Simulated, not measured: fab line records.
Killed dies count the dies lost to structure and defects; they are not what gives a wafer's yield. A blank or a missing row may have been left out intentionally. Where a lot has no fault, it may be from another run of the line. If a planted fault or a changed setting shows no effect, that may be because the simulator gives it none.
Chamber matching    flow n5_finfet    4 sister chambers for N5_SD_EPI_P_ETCHBACK_46 on rie_diel-05
The step etches SiNx in CH3F/O2, stops on SiO2, target depth 17.5 nm. 8 wafers are shown with their chamber, then 8 later ones without.

## WAFERS WITH THEIR CHAMBER
wafer   chamber  showerhead_plenum_p_Torr (Torr)  throttle_valve_pct (%)
L079.2  2        1.88                             16.77
L079.5  2        1.88                             16.77
L081.2  3        1.96                             15.95
L082.1  3        1.96                             15.94
L082.5  0        2.12                             16.17
L083.4  0        2.12                             16.17
L083.6  1        2.13                             16.47
L094.3  1        2.12                             16.49

## WAFERS WITH NO CHAMBER GIVEN
wafer   showerhead_plenum_p_Torr (Torr)  throttle_valve_pct (%)
L094.5  2.12                             16.48
L094.6  2.11                             16.21
L095.2  2.11                             16.22
L095.5  1.95                             16.00
L095.6  2.11                             16.20
L096.1  2.12                             16.34
L096.2  2.11                             16.21
L096.5  1.95                             16.02

## EACH ONE'S CHAMBER
wafer    from the rows above   in truth
L094.5   1                     1
L094.6   0                     0
L095.2   0                     0
L095.5   3                     3
L095.6   0                     0
L096.1   1                     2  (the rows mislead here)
L096.2   0                     0
L096.5   3                     3
7 of 8 placed correctly. Number that these rows cannot place: 0. 1 placed wrongly.
How it was worked out, from the rows above alone: a wafer's distance from a chamber is the root of the sum, over the readings, of the square of ((its reading less the chamber's mean) divided by the reading's scatter). If the next closest chamber is less than 2 further off than the closest, the wafer can't be placed; otherwise it belongs to the closest. For every chamber, the mean is computed from those of its wafers that are shown. How the scatter is found: for the shown wafers, subtract from each reading the mean of its chamber, square and add these, divide the total by (wafers less chambers), then take the root.
